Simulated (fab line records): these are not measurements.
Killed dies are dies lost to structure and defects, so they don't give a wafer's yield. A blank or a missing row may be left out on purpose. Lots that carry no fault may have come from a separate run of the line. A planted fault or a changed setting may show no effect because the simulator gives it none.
Matching of chambers | flow n5-finfet | N5_MOL_CONTACT_COAG_CMP_23 on cmp-03 has 4 sister chambers
The step polishes, stops on SiO2, t overpolish 1.5 s, target thk 0 nm. 4 wafers are shown with their chamber, then 11 later ones without.

## EACH WAFER AND ITS CHAMBER
wafer  | chamber | motor-current-A (A)
L082.1 | 3       | 6.7
L085.2 | 0       | 8.0
L085.5 | 1       | 8.5
L086.1 | 2       | 8.0

## WAFERS MISSING THEIR CHAMBER
wafer  | motor-current-A (A)
L086.3 | 8.5
L086.5 | 8.2
L087.2 | 8.1
L087.3 | 9.1
L087.6 | 8.5
L096.1 | 8.8
L096.2 | 7.9
L096.5 | 6.5
L097.3 | 8.1
L097.4 | 7.8
L097.5 | 7.6

## WHICH CHAMBER EACH ONE RAN IN
wafer  | from the rows above               | in truth
L086.3 | can't be placed: 1 or 0 or 2      | 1
L086.5 | can't be placed: 0 or 2 or 1      | 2
L087.2 | can't be placed: 0 or 2 or 1      | 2
L087.3 | can't be placed: 1 or 0 or 2      | 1
L087.6 | can't be placed: 1 or 0 or 2      | 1
L096.1 | can't be placed: 1 or 0 or 2      | 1
L096.2 | can't be placed: 0 or 2 or 1      | 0
L096.5 | 3                                 | 3
L097.3 | can't be placed: 0 or 2 or 1      | 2
L097.4 | can't be placed: 0 or 2 or 1      | 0
L097.5 | can't be placed: 0 or 2 or 3 or 1 | 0
1 of 11 placed correctly. From these rows, 10 cannot be placed; in 10 the true chamber is one of the candidates. Placed wrongly: 0.
How it was worked out, from the rows above alone: a wafer's distance from a chamber is the root of the sum, over the readings, of the square of ((its reading less the chamber's mean) divided by the reading's scatter). If the next closest chamber is less than 2 further off than the closest, the wafer can't be placed; otherwise it belongs to the closest. The mean given for a chamber averages the wafers shown for that chamber. The scatter: with one shown wafer a chamber, the root of the mean of the squares of how far each hidden wafer lies from its nearest shown one.
